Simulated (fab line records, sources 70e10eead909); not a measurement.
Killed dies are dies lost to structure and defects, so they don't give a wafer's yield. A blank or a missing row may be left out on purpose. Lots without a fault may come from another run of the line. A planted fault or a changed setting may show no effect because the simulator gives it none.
Which tool did it? | flow nand_harc | 6 lots, 18 wafers sampled, at 5 steps of a route of 1302

WHAT THE GAUGES READ, wafer by wafer
NHARC_END_SORT_01.
lot  | measured     | on        | defect_limited_yield (%)
L391 | day 32 03:33 | prober-02 | 0 91.6 0

WHICH TOOL RAN EACH LOT (tool, then ch and the chambers of the sampled wafers, then the start)
lot  | NHARC_P_M2_PVD_21            | NHARC_THIN_TSV_DESCUM_14           | NHARC_THIN_TSV_ETCH_15           | NHARC_THIN_TSV_ETCHBACK_48
L374 | pvd_sputter-01, day 6 18:37  | rie_diel-06 ch 2,3, day 23 14:31   | rie_si-01 ch 0,1,3, day 23 15:12 | rie_diel-06 ch 0,2,3, day 23 16:42
L377 | pvd_sputter-01, day 7 23:23  | rie_diel-13 ch 0,2,3, day 25 09:11 | rie_si-05 ch 0,2,3, day 25 09:52 | rie_diel-10 ch 0,2,3, day 25 11:16
L379 | pvd_sputter-01, day 9 02:18  | rie_diel-13 ch 0,1, day 27 08:02   | rie_si-01 ch 0,1,2, day 27 08:43 | rie_diel-10 ch 0,1,3, day 27 10:13
L383 | pvd_sputter-02, day 10 16:16 | rie_diel-13 ch 1,2,3, day 27 20:36 | rie_si-05 ch 1,2, day 27 21:16   | rie_diel-10 ch 0,2,3, day 27 22:46
L385 | pvd_sputter-01, day 11 05:39 | rie_diel-06 ch 0,3, day 28 12:37   | rie_si-03 ch 0,2,3, day 28 13:16 | rie_diel-10 ch 2,3, day 28 14:43
L391 | pvd_sputter-01, day 13 23:40 | rie_diel-10 ch 1, day 31 11:52     | rie_si-03 ch 2, day 31 12:32     | rie_diel-10 ch 0, day 31 13:55
- NHARC_P_M2_PVD_21: deposits Cu, target thk 30 nm, time 20.49 s.
- NHARC_THIN_TSV_DESCUM_14: chemistry O2, time 3 s.
- NHARC_THIN_TSV_ETCH_15: target depth 3000 nm, bosch target overetch cycles 2, bosch etch step 2.8 s.
- NHARC_THIN_TSV_ETCHBACK_48: etches the open film in C4F8/Ar, target depth 1028.5 nm, time 405.17 s.

THE ANSWER, worked out from the rows above alone
Rule: what is usual is taken from the lots themselves. Put in order of their means at a reading, lots are off if they are a third of the lots or fewer, leave a main group of 4 or more, and stand apart from it by a gap of 3 or more times the standard deviation of the main group's means; of several such gaps the widest counts. A main group whose means are all the same, to the digits that the tables above print for the reading, isn't used. A lot without any number at a reading at which 4 lots or more have one is off too. The other lots that the step has rows for count as sound.
No lot is off at any reading shown: from this, nothing can be told.

WHAT THE SIMULATOR HAD PUT IN
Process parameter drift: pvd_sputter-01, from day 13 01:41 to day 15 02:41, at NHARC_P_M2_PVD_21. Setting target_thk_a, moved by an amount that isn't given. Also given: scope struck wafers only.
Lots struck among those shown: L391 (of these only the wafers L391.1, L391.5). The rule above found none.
